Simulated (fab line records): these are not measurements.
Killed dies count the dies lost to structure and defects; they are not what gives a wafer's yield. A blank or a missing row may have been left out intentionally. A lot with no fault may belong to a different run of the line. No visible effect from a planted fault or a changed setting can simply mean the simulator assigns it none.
Chamber matching    flow nand harc    NHARC_A_STAIRCASE_CMP_450 on cmp-01: 4 sister chambers
The step polishes SiO2, target thk 200 nm. 4 wafers are shown with their chamber, then 10 later ones without.

## WAFERS WITH THEIR CHAMBER
wafer   chamber  motor current A (A)
L087.5  1        15.0
L087.6  2        12.9
L091.4  0        10.8
L091.5  3        11.7

## WAFERS WHOSE CHAMBER IS MISSING
wafer   motor current A (A)
L091.6  10.9
L090.3  12.4
L090.5  12.7
L090.6  15.2
L095.1  11.6
L095.5  14.4
L095.6  12.4
L097.1  15.1
L097.3  12.7
L097.6  10.8

## WHICH CHAMBER EACH WENT THROUGH
wafer   from the rows above      in truth
L091.6  0                        0
L090.3  can't be placed: 2 or 3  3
L090.5  2                        2
L090.6  1                        1
L095.1  3                        3
L095.5  1                        1
L095.6  can't be placed: 2 or 3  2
L097.1  1                        1
L097.3  2                        2
L097.6  0                        0
Correctly placed: 8 of 10. Unplaceable from these rows: 2, with the true chamber sitting among the candidates in 2. Wrongly placed: 0.
How it was worked out, from the rows above alone: a wafer's distance from a chamber is the root of the sum, over the readings, of the square of ((its reading less the chamber's mean) divided by the reading's scatter). If the next closest chamber is less than 2 further off than the closest, the wafer can't be placed; otherwise it belongs to the closest. For every chamber, the mean is computed from those of its wafers that are shown. The scatter: with one shown wafer a chamber, the root of the mean of the squares of how far each hidden wafer lies from its nearest shown one.
